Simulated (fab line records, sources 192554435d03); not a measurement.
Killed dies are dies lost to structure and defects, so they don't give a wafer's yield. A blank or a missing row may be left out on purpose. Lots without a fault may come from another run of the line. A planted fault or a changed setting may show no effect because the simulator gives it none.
One fault seen from 3 desks | flow n5_finfet | each desk has only its own numbers; what lay behind them comes last

THE DEFECT DESK
What the inspections along the route counted, lot by lot: means of the sampled wafers that have a number. A lot is out of limits, marked OUT, if its mean lies more than 4 standard deviations from the usual mean; the brackets give that distance.
Columns: A = raw_defect_count at N5_BEOL_M4_INSPECT_13, usual 404
lot  | first seen here | A
L320 | day 7 21:18     | 399
L321 | day 8 08:43     | 418
L322 | day 8 19:08     | 349
L325 | day 9 11:32     | 489
L327 | day 9 21:11     | 863 (+4.2) OUT
L333 | day 11 04:10    | 318
L331 | day 11 06:24    | 597
L341 | day 13 04:40    | 411
L339 | day 13 05:52    | 278
L340 | day 13 09:14    | 379
This desk's finding: out of limits on L327; first on L327, day 9 21:11 (raw_defect_count at N5_BEOL_M4_INSPECT_13). In limits: L320, L321, L322, L325, L333, L331, L341, L339, L340.

THE METROLOGY DESK
What the gauges read, lot by lot, whatever tool the lot ran on: means of the sampled wafers that have a number. A lot is out of limits, marked OUT, if its mean lies more than 4 standard deviations from the usual mean; the brackets give that distance. Of its 11 readings 7 are shown: those that lie furthest out on some lot.
Columns: A = DIBL_N at N5_BEOL_M4_RC_MEAS_101, usual 37.0 mV/V; B = DIBL_P at N5_BEOL_M4_RC_MEAS_101, usual 36.7 mV/V; C = IOFF_N at N5_BEOL_M4_RC_MEAS_101, usual 0.17 nA/um; D = IOFF_P at N5_BEOL_M4_RC_MEAS_101, usual 0.22 nA/um; E = SS_N at N5_BEOL_M4_RC_MEAS_101, usual 71.6 mV/dec; F = SS_P at N5_BEOL_M4_RC_MEAS_101, usual 73.4 mV/dec; G = VT_P at N5_BEOL_M4_RC_MEAS_101, usual -250 mV
lot  | first seen here | A    | B    | C    | D    | E    | F    | G
L320 | day 7 18:29     | 37.1 | 39.2 | 0.17 | 0.22 | 72.7 | 73.8 | -251
L321 | day 8 07:36     | 36.8 | 36.4 | 0.18 | 0.25 | 71.7 | 73.4 | -246
L322 | day 8 14:21     | 36.7 | 35.4 | 0.15 | 0.19 | 71.2 | 73.2 | -249
L325 | day 9 08:49     | 37.7 | 36.7 | 0.17 | 0.21 | 71.9 | 72.8 | -252
L327 | day 9 20:27     | 36.6 | 37.1 | 0.16 | 0.20 | 71.7 | 73.7 | -254
L333 | day 11 02:46    | 36.9 | 36.9 | 0.17 | 0.23 | 71.7 | 73.2 | -249
L331 | day 11 03:29    | 33.3 | 32.9 | 0.11 | 0.15 | 70.3 | 72.2 | -258
L341 | day 13 03:41    | 37.3 | 36.2 | 0.16 | 0.22 | 71.3 | 73.3 | -248
L339 | day 13 04:53    | 38.0 | 38.5 | 0.15 | 0.19 | 71.9 | 73.8 | -254
L340 | day 13 08:17    | 35.8 | 34.6 | 0.15 | 0.21 | 71.7 | 73.4 | -250
This desk's finding: nothing out of limits on any of the 10 lots.

THE TOOL OWNER'S DESK: pecvd-01
The tool's own readings at N5_BEOL_M4_PECVD_72 (deposits SiO2 from TEOS/O2, target thk 16 nm, time 18 s): means of the sampled wafers that have a number, for each lot that ran on this tool. A lot is out of limits, marked OUT, if its mean lies more than 4 standard deviations from the usual mean; the brackets give that distance.
Columns: A = heater_power_w at N5_BEOL_M4_PECVD_72, usual 712 W; B = showerhead_plenum_p_Torr at N5_BEOL_M4_PECVD_72, usual 8.79 Torr; C = throttle_valve_pct at N5_BEOL_M4_PECVD_72, usual 22.5 %
lot  | first seen here | A   | B    | C
L322 | day 8 14:31     | 796 | 8.87 | 23.3
L327 | day 9 20:37     | 888 | 8.83 | 23.2
This desk's finding: nothing out of limits on any of the 2 lots.

PUT TOGETHER
The defect desk could have raised an alarm at day 9 21:11, on L327.
The metrology desk saw nothing out of limits.
The tool owner's desk saw nothing out of limits.
The metrology desk has L327 on record, within its limits.
The tool owner's desk has L327 on record, within its limits.
Of the lots named, all ran N5_BEOL_M4_PECVD_72 on pecvd-01.

WHAT THE SIMULATOR HAD PUT IN
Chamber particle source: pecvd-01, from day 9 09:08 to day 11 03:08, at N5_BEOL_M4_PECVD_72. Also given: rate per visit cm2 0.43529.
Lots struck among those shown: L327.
Hours from the fault's start to each desk's first reading out of limits: the defect desk, 12.
